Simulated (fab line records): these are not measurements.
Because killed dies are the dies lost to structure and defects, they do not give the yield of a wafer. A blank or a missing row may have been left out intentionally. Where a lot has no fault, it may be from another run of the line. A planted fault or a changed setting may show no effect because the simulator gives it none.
Matching of chambers ; flow n5 finfet ; N5_BEOL_M9_CURE_72 on uv cure-01 has 3 sister chambers
The step cures SiCOH lowk, time 120 s. 3 wafers are shown with their chamber, then 8 later ones without.

## WAFERS PAIRED WITH THEIR CHAMBERS
wafer;chamber;wafer_temp_C_max
L084.4;0;372.4
L093.4;1;372.6
L095.2;2;371.6

## WAFERS MISSING THEIR CHAMBER
wafer;wafer_temp_C_max
L095.3;371.5
L095.5;371.9
L097.3;372.6
L097.4;372.7
L097.6;373.3
L096.1;371.4
L096.2;371.6
L096.3;371.4

## CHAMBER TAKEN BY EACH
wafer;from the rows above;in truth
L095.3;2;2
L095.5;can't be placed: 2 or 0 or 1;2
L097.3;can't be placed: 1 or 0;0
L097.4;can't be placed: 1 or 0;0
L097.6;can't be placed: 1 or 0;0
L096.1;2;2
L096.2;2;2
L096.3;2;2
Correct placement for 4 of the 8. These rows do not allow placing 4 (true chamber among the candidates in 4). Wrongly placed: 0.
How it was worked out, from the rows above alone: a wafer's distance from a chamber is the root of the sum, over the readings, of the square of ((its reading less the chamber's mean) divided by the reading's scatter). If the next closest chamber is less than 2 further off than the closest, the wafer can't be placed; otherwise it belongs to the closest. The mean given for a chamber averages the wafers shown for that chamber. The scatter (one wafer shown for each chamber): square how far every hidden wafer sits from the nearest shown wafer, average those squares and take the square root.
